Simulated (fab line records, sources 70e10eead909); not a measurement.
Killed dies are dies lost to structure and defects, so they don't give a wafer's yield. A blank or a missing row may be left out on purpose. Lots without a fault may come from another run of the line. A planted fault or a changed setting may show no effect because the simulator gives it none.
Chamber matching | flow nand_harc | NHARC_A_CONTACT_ETCH_91 on rie_diel-08: 4 sister chambers
The step etches the open film in CH3F/O2, target depth 40 nm, time 85.7 s. 4 wafers are shown with their chamber, then 9 later ones without.

WAFERS WITH THEIR CHAMBER
wafer  | chamber | showerhead_plenum_p_Torr (Torr)
L080.2 | 3       | 2.33
L088.2 | 2       | 2.43
L088.3 | 0       | 2.46
L088.4 | 1       | 2.37

WAFERS WITHOUT THEIR CHAMBER
wafer  | showerhead_plenum_p_Torr (Torr)
L091.1 | 2.37
L091.3 | 2.43
L091.4 | 2.46
L095.1 | 2.32
L095.2 | 2.37
L095.4 | 2.43
L097.3 | 2.43
L097.5 | 2.37
L097.6 | 2.32

WHICH CHAMBER EACH WENT THROUGH
wafer  | from the rows above | in truth
L091.1 | 1                   | 1
L091.3 | 2                   | 2
L091.4 | 0                   | 0
L095.1 | 3                   | 3
L095.2 | 1                   | 1
L095.4 | 2                   | 2
L097.3 | 2                   | 2
L097.5 | 1                   | 1
L097.6 | 3                   | 3
Placed correctly: 9 of 9. Can't be placed from these rows: 0. Placed wrongly: 0.
How it was worked out, from the rows above alone: a wafer's distance from a chamber is the root of the sum, over the readings, of the square of ((its reading less the chamber's mean) divided by the reading's scatter). The wafer belongs to the nearest chamber; if the next one is less than 2 further off, it can't be placed. A chamber's mean is the mean of its shown wafers. The scatter: with one shown wafer a chamber, the root of the mean of the squares of how far each hidden wafer lies from its nearest shown one.
